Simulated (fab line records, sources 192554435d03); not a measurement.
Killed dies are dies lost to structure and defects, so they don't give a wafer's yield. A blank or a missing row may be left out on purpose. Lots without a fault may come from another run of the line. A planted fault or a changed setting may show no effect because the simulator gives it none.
A struck lot beside a sound one | flow n5_finfet | 35 steps out of a route of 1938
Sound: wafers L328.2, L328.5, L328.6. Struck: wafer L342.6. (L342.1 of the same lot was not struck and is left out.) The cause comes at the end.
At each step with rows: each side's tool, then ch and its chambers, then its first start. Under that, the readings that differ: sound wafers | struck wafers | difference of the means | sigmas: that difference in standard deviations of wafers without a fault.
alike: readings whose means differ by less than 2 such deviations, and words and numbers that are the same on both sides. not compared: withheld readings, readings that some wafer has no value for, bounds like >300 that may hide the same value, and numbers for which the record gives no deviation and whose values overlap.
The two part at a step that has a row with sigmas, a row that says differs or no value, or rows on one side only. Numbers that don't overlap but have no deviation are shown without sigmas and don't part them. A reading that every wafer of one side lacks parts them only if that side has two wafers or more.

first, 8 steps without rows for these wafers: N5_BEOL_M8_ECD_50 (material Cu, target thk 300 nm); N5_BEOL_M8_ANNEAL_51 (time 90 s); N5_BEOL_M8_CMP_52 (polishes, stops on SiCOH lowk, t overpolish 6.9 s, target thk 80 nm); N5_BEOL_M8_PRE_CLEAN_55 (time 15 s); N5_BEOL_M8_DEP_56 (deposits SiCN from 3MS/NH3, target thk 10 nm, time 17.5 s); N5_BEOL_M9_ILD_DEP_00 (deposits SiCOH lowk from DEMS/porogen, target thk 308.51 nm, time 58 s); N5_BEOL_M9_CURE_71 (cures SiCOH lowk, time 240 s); N5_BEOL_M9_PECVD_70 (deposits SiO2 from TEOS/O2, target thk 20 nm, time 22.7 s).
N5_BEOL_M9_HM_DEP_02: deposits TiN, target thk 20 nm.
  sound on pvd_sputter-01, day 11 01:29; struck on pvd_sputter-01, day 14 01:14
  reading                                    | sound        | struck | difference | sigmas
  model.TiN_of_BEOL_M9_HM_DEP_02.thk_nm (nm) | 20.2 20.2 20 | 11.8   | -8.3       |
  alike: throttle_valve_pct
then, 13 steps without rows for these wafers: N5_BEOL_M9_COAT_59 (time 60 s, resist thk 100 nm); N5_BEOL_M9_COAT_60 (time 60 s, resist thk 30 nm); N5_BEOL_M9_COAT_05 (resist thk 90 nm); N5_BEOL_M9_EBR_07; N5_BEOL_M9_SOFTBAKE_06 (time 60 s); N5_BEOL_M9_EXPOSE_08 (exposes mask M9); N5_BEOL_M9_PEB_09 (peb time 60 s); N5_BEOL_M9_DEVELOP_10 (develop time 30 s); N5_BEOL_M9_DESCUM_16 (chemistry O2, time 7.9 s); N5_BEOL_M9_ETCH_61 (etches SiARC in CF4, target depth 39 nm, time 65 s); N5_BEOL_M9_ETCH_62 (etches SOC in N2/H2, target depth 110 nm, overetch 22 nm, time 165 s); N5_BEOL_M9_STRIP_68 (strips in N2/H2); N5_BEOL_M9_STRIP_67 (strips in CF4).
N5_BEOL_M9_HM_OPEN_17: chemistry Cl2/BCl3, target TiN, target depth 20 nm, overetch 6 nm.
  sound on rie_metal-02 ch 0,1, day 11 02:20; struck on rie_metal-01 ch 1, day 14 02:06
  reading                  | sound             | struck | difference | sigmas
  oes_product_au (a.u.)    | 0.65 0.76 0.65    | 0.52   | -0.17      | -4
  throttle_valve_pct (%)   | 21.84 22.13 21.84 | 22.50  | +0.56      | +4
  model.etch.depth_nm (nm) | 20.23 20.23 19.98 | 11.81  | -8.34      |
  alike: chamber_pressure_mTorr, drypump_motor_current_A, mfc_ar_sccm
  not compared: rf_hours_counter_h
then, 10 steps without rows for these wafers: N5_BEOL_M9_STRIP_19 (strips in O2); N5_BEOL_M9_COAT_63 (time 60 s, resist thk 60 nm); N5_BEOL_M9_COAT_64 (time 60 s, resist thk 12 nm); N5_BEOL_M9_COAT_75 (time 60 s, resist thk 5 nm); N5_BEOL_M9_COAT_22 (resist thk 30 nm); N5_BEOL_M9_EBR_24; N5_BEOL_M9_SOFTBAKE_23 (time 60 s); N5_BEOL_M9_EXPOSE_25 (exposes mask V8); N5_BEOL_M9_PEB_26 (peb time 60 s); N5_BEOL_M9_DEVELOP_27 (develop time 30 s).
N5_BEOL_M9_TRENCH_ETCH_37: etches SiCOH lowk in C4F6/O2, target depth 151.43 nm, time 49 s.
  sound on rie_diel-03 ch 0,3; struck on rie_diel-01 ch 0
  reading                                    | sound      | struck | difference | sigmas
  model.TiN_of_BEOL_M9_HM_DEP_02.thk_nm (nm) | 16 16 15.8 | 7.8    | -8.1       |
  alike: chamber_pressure_mTorr, drypump_motor_current_A, mfc_ar_sccm, oes_product_au, rf_vpp_V, showerhead_plenum_p_Torr, throttle_valve_pct
  not compared: rf_hours_counter_h
-- the record jumps here: 3 days lie between the struck wafers' starts before and after (it left off in module BEOL_M9 and takes up again in module PASSIVATION, whose first step shown is number 1936 of the route) --
N5_PASSIVATION_PROBE_49:
  sound on prober-01, day 14 04:13; struck on prober-01, day 16 16:35
  alike: defect_limited_yield, killed_at_M0_to_M3, killed_at_M4_up, killed_at_contacts, killed_at_front_end, killed_at_other, killed_dies, killed_open, killed_short, sort_bin_5_function, sort_bin_6_memory, sort_n_pass, sort_yield_pct

WHERE THEY PART
Only at N5_BEOL_M9_HM_OPEN_17, within this record. Later steps at which nothing parts them and some readings are alike: N5_BEOL_M9_TRENCH_ETCH_37, N5_PASSIVATION_PROBE_49.

WHY: what the simulator had put in
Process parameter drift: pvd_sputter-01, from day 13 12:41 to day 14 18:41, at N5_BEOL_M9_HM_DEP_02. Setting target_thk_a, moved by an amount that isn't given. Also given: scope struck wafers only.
